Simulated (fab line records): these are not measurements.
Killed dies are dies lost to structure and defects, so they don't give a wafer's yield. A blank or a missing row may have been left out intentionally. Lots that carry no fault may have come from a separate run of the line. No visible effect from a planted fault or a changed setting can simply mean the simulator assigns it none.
A struck lot beside a sound one + flow nand harc + 15 steps out of a route of 1302
Sound: wafers L665.1, L665.4, L665.6. Struck: wafers L676.1, L676.2, L676.4. The cause is named last.
Per side, at each step with rows, come the tool, then ch with its chambers, and then its first start. Under that, the readings that differ: sound wafers + struck wafers + difference of the means + sigmas: that difference in standard deviations of wafers without a fault.
alike: readings with means less than 2 such deviations apart, plus words and numbers identical on both sides. not compared: withheld readings, readings lacking a value on some wafer, bounds such as >300 that could conceal the same value, and numbers that have no deviation in the record and whose values overlap.
Wherever a step has rows on one side only, a row that says differs or no value, or a row with sigmas, the two part there. When numbers do not overlap yet have no deviation, they are printed without sigmas and do not part them. A reading that every wafer of one side lacks parts them only if that side has two wafers or more.

NHARC_P_M1_OVL_MEAS_10: pitch 260 nm.
  sound on overlay-01 at day 6 21:34; struck on overlay-01 at day 12 11:50
  alike: overlay x nm, overlay y nm
NHARC_P_M1_INSPECT_11:
  sound on defect inspect-01 at day 6 21:35; struck on defect inspect-01 at day 12 11:52
  alike: raw defect count
then, 1 step without rows for these wafers: NHARC_P_M1_DESCUM_14 (chemistry O2, time 3 s).
NHARC_P_M1_ETCH_35: etches the open film in N2/H2, target depth 40 nm, overetch 12 nm, time 43.94 s.
  sound on rie diel-07 ch 2,3, day 6 21:45; struck on rie diel-07 ch 0,2,3, day 12 12:02
  alike: drypump motor current A, oes product au, rf vpp V, showerhead plenum p Torr, throttle valve pct
  not compared: rf hours counter h
NHARC_P_M1_ETCH_15: etches the open film in C4F8/Ar, target depth 182.5 nm, time 91.2 s.
  sound on rie diel-07 ch 1,3; struck on rie diel-07 ch 0,2
  alike: oes product au, rf vpp V
  not compared: rf hours counter h
NHARC_P_M1_CD_MEAS_16:
  sound on cd sem-01 at day 6 21:58; struck on cd sem-03 at day 12 12:17
  alike: cd nm
NHARC_P_M1_STRIP_18: strips in N2/H2.
  sound on rie diel-06 ch 2,3, day 6 22:04; struck on rie diel-07 ch 0,3, day 12 12:21
  alike: drypump motor current A, oes product au, rf vpp V, showerhead plenum p Torr, throttle valve pct
  not compared: rf hours counter h
then, 2 steps without rows for these wafers: NHARC_P_M1_ETCH_28 (etches the open film in CF4/N2, target depth 30 nm, time 72.99 s); NHARC_P_M1_STRIP_19 (strips in post etch residue remover, time 600 s).
NHARC_P_M1_DEGAS_29: time 60 s.
  sound on pvd sputter-01 at day 6 22:40; struck on pvd sputter-03 at day 12 13:04
  alike: heater power w
then, 1 step without rows for these wafers: NHARC_P_M1_PRE_CLEAN_30 (time 30 s).
NHARC_P_M1_PVD_20: deposits TaN, target thk 5 nm, time 8.06 s.
  sound on pvd sputter-01; struck on pvd sputter-03
  alike: bias v, cathode dc power W, throttle valve pct
NHARC_P_M1_PVD_21: deposits Cu, target thk 30 nm, time 20.49 s.
  sound on pvd sputter-01 at day 6 22:54; struck on pvd sputter-03 at day 12 13:17
  no value came back on the struck wafers for cathode dc power W (W), chamber pressure pa (Pa), throttle valve pct (%); on the sound wafers cathode dc power W (W) reads 5001.3 4999.1 4999.8
then, 1 step without rows for these wafers: NHARC_P_M1_ECD_22 (material Cu, target thk 400 nm).
-- jump in the record: it breaks off in module P_M1 and resumes in module END (first step shown: number 1302 of the route), and 18 days separate the struck wafers' starts before and after --
NHARC_END_SORT_01:
  only the struck wafers appear in the record here, on prober-02 ch 0 at day 30 18:29; the sound ones have no rows

WHERE THEY PART
At NHARC_P_M1_PVD_21 first; at NHARC_END_SORT_01 last (within this record only).

WHY: what had been put in by the simulator
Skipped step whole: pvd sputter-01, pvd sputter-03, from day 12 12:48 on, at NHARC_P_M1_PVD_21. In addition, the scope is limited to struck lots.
